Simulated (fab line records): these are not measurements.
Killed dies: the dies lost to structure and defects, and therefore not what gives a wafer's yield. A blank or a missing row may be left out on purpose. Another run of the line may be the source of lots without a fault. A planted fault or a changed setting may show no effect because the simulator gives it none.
fab line records -- flow nand_harc -- part 2 of 2: steps 27 to 35 of 35
[record] lots = 5, wafers = 15, last_day = 32
route steps=1302 shown A_CONTACT@1097 A_BLC@1107
lots untouched by any fault: they come from a run of this same line in which no faults occurred
start_h: hours from the record's opening day to when the first of the lot's shown wafers began -- wait_h: hours since the lot's step before -- " identical to the entry in the row above -- L1.1+2: a single row standing in for several wafers -- - either no value or no given start -- * or withheld: withheld -- < > ~ a bound
route shown NAME@n: NAME is a module with steps in the file, n the number in the route of the first one -- usual: mean and standard deviation over wafers with no fault -- same: alike in all rows -- chamber/n: place in a boat -- sites: per-site readings -- _std_site: how widely they spread, as a standard deviation -- _edge_site: inner sites' mean taken away from outer sites' mean -- radius_mm: for every site, how far away it sits from the centre of the wafer -- mask NAME#n: copy n -- behind: the tool/chamber that last shaped the wafer -- hold: what put the lot on hold/how long, in hours/how the hold closed -- device: the transistor (n, p or np) that didn't switch -- end of line: tests run on the same wafers once the route is complete -- a step given without rows: its recipe and nothing more -- killed: not the wafer's yield, but the dies lost to structure and defects at the first sort -- map: a wafer's dies, marking killed ones x, the rest . and places with no die _
set.NAME: setting as actually run; set.NAME@STEP: the setting as run at that earlier step -- model.NAME: the simulator's own value behind a step, which no gauge read
a table for each step, a row for each wafer; lots at some steps of the route
services: a tool's chamber out of use, with start hour (start_h, from the record's first day; less than 0 if before it), hours out, and reason
[[steps]]
[step NHARC_A_BLC_CD_MEAS_19]
[usual] cd_nm = 99.9/1.5
lot.wafer,tool,chamber,start_h,wait_h,cd_nm
L077.3,cd_sem-03,-,539.40,-,100.3
L077.4,cd_sem-03,-,539.40,-,102.9
L077.5,cd_sem-03,-,539.40,-,100.1
L076.2,cd_sem-01,-,545.56,-,99.9
L076.4,cd_sem-01,-,545.56,-,99.3
L076.6,cd_sem-01,-,545.56,-,100.3
L080.2,cd_sem-03,-,587.69,-,102.0
L080.3,cd_sem-03,-,587.69,-,101.8
L080.6,cd_sem-03,-,587.69,-,102.5
L082.2,cd_sem-03,-,595.24,-,97.5
L082.4,cd_sem-03,-,595.24,-,99.3
L082.5,cd_sem-03,-,595.24,-,100.0
L094.1,cd_sem-02,-,728.08,-,99.5
L094.3,cd_sem-02,-,728.08,-,100.2
L094.5,cd_sem-02,-,728.08,-,100.1
[step NHARC_A_BLC_STRIP_29]
[recipe] cf4_flow_sccm = 150, ar_flow_sccm = 0, bias_w = 0, chemistry = CF4
[usual] drypump_motor_current_A = 5.8/0.44, oes_product_au = 0.999/0.0099, rf_vpp_V = 59.4/0.84, showerhead_plenum_p_Torr = 1.78/0.057, throttle_valve_pct = 13.285/0.0091
lot.wafer,tool,chamber,start_h,wait_h,drypump_motor_current_A,oes_product_au,rf_hours_counter_h,rf_vpp_V,showerhead_plenum_p_Torr,throttle_valve_pct
L077.3,rie_diel-01,0,539.47,0.1,5.5,1.004,11,59.2,1.75,13.278
L077.4,rie_diel-01,2,539.47,0.1,5.9,1.001,11,60.0,1.76,13.295
L077.5,rie_diel-01,1,539.47,0.1,6.5,1.013,-,58.3,1.79,13.268
L076.4,rie_diel-03,2,545.64,0.1,5.0,0.990,19,58.4,1.72,13.287
L076.2,rie_diel-03,1,545.64,0.1,5.2,1.002,29,59.6,1.88,13.284
L076.6,rie_diel-03,3,545.64,0.1,6.2,0.988,-,60.7,1.74,13.283
L080.3,rie_diel-01,0,587.76,0.1,5.5,1.005,2,59.6,1.75,13.282
L080.2,rie_diel-01,2,587.76,0.1,5.9,0.989,2,58.6,1.76,13.296
L080.6,rie_diel-01,1,587.76,0.1,6.5,1.005,-,59.2,1.78,13.298
L082.4,rie_diel-01,1,595.31,0.1,6.5,1.010,2,60.8,1.78,13.291
L082.2,rie_diel-01,0,595.31,0.1,5.5,1.004,3,57.8,1.75,13.297
L082.5,rie_diel-01,2,595.31,0.1,5.9,1.000,-,59.9,1.76,13.284
L094.1,rie_diel-11,0,728.17,0.1,6.1,0.994,11,59.6,1.64,13.297
L094.3,rie_diel-11,2,728.17,0.1,6.1,0.990,10,60.1,1.86,13.288
L094.5,rie_diel-11,3,728.17,0.1,5.4,1.002,-,59.0,1.79,13.288
[step NHARC_A_BLC_STRIP_21]
[recipe] o2_flow_sccm = 500, ar_flow_sccm = 0, bias_w = 0, chemistry = O2
[usual] drypump_motor_current_A = 5.8/0.42, oes_product_au = 0.999/0.0092, rf_vpp_V = 57.9/1, showerhead_plenum_p_Torr = 3.56/0.11, throttle_valve_pct = 17.037/0.0089
lot.wafer,tool,chamber,start_h,wait_h,drypump_motor_current_A,oes_product_au,rf_hours_counter_h,rf_vpp_V,showerhead_plenum_p_Torr,throttle_valve_pct
L077.4,rie_diel-01,0,539.59,0.1,5.6,1.021,11,58.7,3.50,17.033
L077.3,rie_diel-01,2,539.59,0.1,6.0,0.996,11,56.5,3.51,17.048
L077.5,rie_diel-01,3,539.59,0.1,5.4,1.004,-,57.8,3.65,17.038
L076.4,rie_diel-03,2,545.75,0.1,5.0,1.006,19,58.9,3.44,17.026
L076.2,rie_diel-03,0,545.75,0.1,6.0,1.008,25,58.5,3.51,17.032
L076.6,rie_diel-03,3,545.75,0.1,6.2,1.004,-,56.8,3.48,17.034
L080.3,rie_diel-01,1,587.88,0.1,6.5,1.001,2,56.7,3.56,17.034
L080.2,rie_diel-01,2,587.88,0.1,5.9,0.989,2,57.0,3.51,17.046
L080.6,rie_diel-01,1,587.88,0.1,6.5,1.005,-,59.7,3.56,17.022
L082.2,rie_diel-01,1,595.43,0.1,6.5,1.000,2,58.7,3.56,17.041
L082.4,rie_diel-01,2,595.43,0.1,5.9,1.003,2,59.6,3.51,17.029
L082.5,rie_diel-01,0,595.43,0.1,5.5,1.014,-,58.3,3.49,17.049
L094.3,rie_diel-11,0,728.27,0.1,6.2,0.984,11,56.7,3.27,17.041
L094.1,rie_diel-11,2,728.27,0.1,6.1,0.993,10,58.7,3.71,17.040
L094.5,rie_diel-11,0,728.27,0.1,6.1,0.982,-,57.4,3.27,17.036
[step NHARC_A_BLC_STRIP_22]
[recipe] time_s = 600, temp_c = 30, chemistry = post_etch_residue_remover
lot.wafer,tool,chamber,start_h,wait_h
L077.4+3+5,wet_bench-09,"2,3,5",539.74,-
L076.4+6+2,wet_bench-09,"0,2,3",545.92,-
L080.3+2+6,wet_bench-05,"2,5,6",588.02,-
L082.5+2+4,wet_bench-05,"0,2,4",595.57,-
L094.3+5+1,wet_bench-07,"1,3,4",728.43,-
[step NHARC_A_BLC_DEGAS_30]
[recipe] temp_c = 300, time_s = 60
[usual] heater_power_w = 459/49
lot.wafer,tool,chamber,start_h,wait_h,heater_power_w
L077.3,pvd_sputter-01,-,540.01,-,442
L077.4,pvd_sputter-01,-,540.01,-,475
L077.5,pvd_sputter-01,-,540.01,-,439
L076.4,pvd_sputter-03,-,546.20,-,449
L076.2,pvd_sputter-03,-,546.20,-,466
L076.6,pvd_sputter-03,-,546.20,-,493
L080.2,pvd_sputter-03,-,588.29,-,504
L080.3,pvd_sputter-03,-,588.29,-,457
L080.6,pvd_sputter-03,-,588.29,-,496
L082.2,pvd_sputter-02,-,595.84,-,448
L082.4,pvd_sputter-02,-,595.84,-,507
L082.5,pvd_sputter-02,-,595.84,-,453
L094.3,pvd_sputter-03,-,728.69,-,492
L094.1,pvd_sputter-03,-,728.69,-,506
L094.5,pvd_sputter-03,-,728.69,-,468
[step NHARC_A_BLC_PRE_CLEAN_31]
[recipe] time_s = 15, bias_v = 250, gas = Ar
lot.wafer,tool,chamber,start_h,wait_h
L077.3+4+5,pvd_sputter-01,-,-,-
L076.4+2+6,pvd_sputter-03,-,-,-
L080.2+3+6,pvd_sputter-03,-,-,-
L082.4+2+5,pvd_sputter-02,-,-,-
L094.1+3+5,pvd_sputter-03,-,-,-
[step NHARC_A_BLC_PVD_32]
[recipe] target_thk_a = 50, chamber_pressure_pa = 5, power_w = 5000, substrate_temp_c = 200, time_s = 17.7, material = Ti
[usual] throttle_valve_pct = 29.9/1.3
lot.wafer,tool,chamber,start_h,wait_h,throttle_valve_pct
L077.3,pvd_sputter-01,-,-,-,30.6
L077.4,pvd_sputter-01,-,-,-,29.2
L077.5,pvd_sputter-01,-,-,-,30.7
L076.2,pvd_sputter-03,-,-,-,30.6
L076.4,pvd_sputter-03,-,-,-,30.6
L076.6,pvd_sputter-03,-,-,-,30.6
L080.3,pvd_sputter-03,-,-,-,30.7
L080.2,pvd_sputter-03,-,-,-,30.7
L080.6,pvd_sputter-03,-,-,-,30.5
L082.4,pvd_sputter-02,-,-,-,27.0
L082.2,pvd_sputter-02,-,-,-,27.5
L082.5,pvd_sputter-02,-,-,-,27.0
L094.3,pvd_sputter-03,-,-,-,29.1
L094.1,pvd_sputter-03,-,-,-,30.2
L094.5,pvd_sputter-03,-,-,-,32.2
[step NHARC_A_BLC_ALD_23]
[recipe] target_thk_a = 30, pulse_time_s = 1, ald_cycles = 150, temp_c = 450, material = TiN
[usual] heater_power_w = 1116/110, precursor_pulse_height_rel = 1.000/0.022
lot.wafer,tool,chamber,start_h,wait_h,heater_power_w,precursor_pulse_height_rel
L077.3,ald_metal-04,1,540.26,-,1169,0.985
L077.4,ald_metal-04,2,540.26,-,1182,0.999
L077.5,ald_metal-04,1,540.26,-,1151,0.970
L076.4,ald_metal-04,0,546.56,-,1286,1.021
L076.2,ald_metal-04,2,546.56,-,1167,1.002
L076.6,ald_metal-04,0,546.56,-,1301,0.981
L080.3,ald_metal-04,2,588.53,-,1191,0.962
L080.2,ald_metal-04,0,588.53,-,1286,0.974
L080.6,ald_metal-04,1,588.53,-,1193,0.991
L082.2,ald_metal-01,2,596.10,-,946,0.974
L082.4,ald_metal-01,3,596.10,-,1026,0.989
L082.5,ald_metal-01,1,596.10,-,1104,1.023
L094.3,ald_metal-04,1,728.93,-,1238,1.070
L094.1,ald_metal-04,0,728.93,-,1262,1.005
L094.5,ald_metal-04,2,728.93,-,1142,1.043
[step NHARC_A_BLC_CVD_24]
[recipe] target_thk_a = 1500, temp_c = 300, pressure_torr = 40, wf6_flow_sccm = 40, h2_flow_sccm = 1600, ar_flow_sccm = 1560, time_s = 434, material = W
[usual] heater_power_w = 434/30, throttle_valve_pct = 8.0/0.31
lot.wafer,tool,chamber,start_h,wait_h,heater_power_w,throttle_valve_pct
L077.3,cvd_w-01,1,-,-,462,7.7
L077.4,cvd_w-01,0,-,-,448,8.2
L077.5,cvd_w-01,0,-,-,447,8.3
L076.2,cvd_w-02,1,-,-,458,7.4
L076.4,cvd_w-02,0,-,-,406,8.3
L076.6,cvd_w-02,1,-,-,458,7.5
L080.2,cvd_w-02,0,-,-,412,8.6
L080.3,cvd_w-02,1,-,-,461,7.3
L080.6,cvd_w-02,0,-,-,412,8.5
L082.2,cvd_w-01,0,-,-,472,8.2
L082.4,cvd_w-01,0,-,-,467,7.9
L082.5,cvd_w-01,0,-,-,473,7.9
L094.1,cvd_w-02,1,-,-,445,7.7
L094.3,cvd_w-02,0,-,-,399,8.3
L094.5,cvd_w-02,0,-,-,404,7.9
[[services]]
tool,chamber,start_h,hours,kind
litho_track-06,-,529.00,7.0,pm
ald_metal-04,2,533.04,1.9,repair
pvd_sputter-03,-,533.59,10.0,pm
cvd_w-01,-,547.24,13.0,pm
litho_track-04,-,553.00,7.0,pm
rie_diel-01,-,557.93,9.0,pm
wet_bench-03,-,562.40,8.0,pm
ald_metal-04,3,577.29,19.1,repair
rie_diel-10,-,596.72,9.0,pm
rie_diel-11,-,609.50,9.0,pm
ald_metal-04,0,617.34,3.5,repair
ald_metal-04,3,617.87,26.6,repair
rie_diel-10,1,624.97,18.9,repair
cvd_w-02,-,632.46,13.0,pm
rie_diel-10,3,634.00,16.1,repair
ald_metal-04,-,652.00,10.0,pm
cvd_w-02,1,661.89,2.7,repair
ald_metal-04,-,676.07,32.3,repair
litho_track-01,-,680.00,7.0,pm
litho_track-06,-,704.00,7.0,pm
pvd_sputter-03,-,711.59,10.0,pm
rie_diel-10,2,725.64,14.7,repair
litho_track-04,-,728.00,7.0,pm
cvd_w-01,-,728.24,13.0,pm
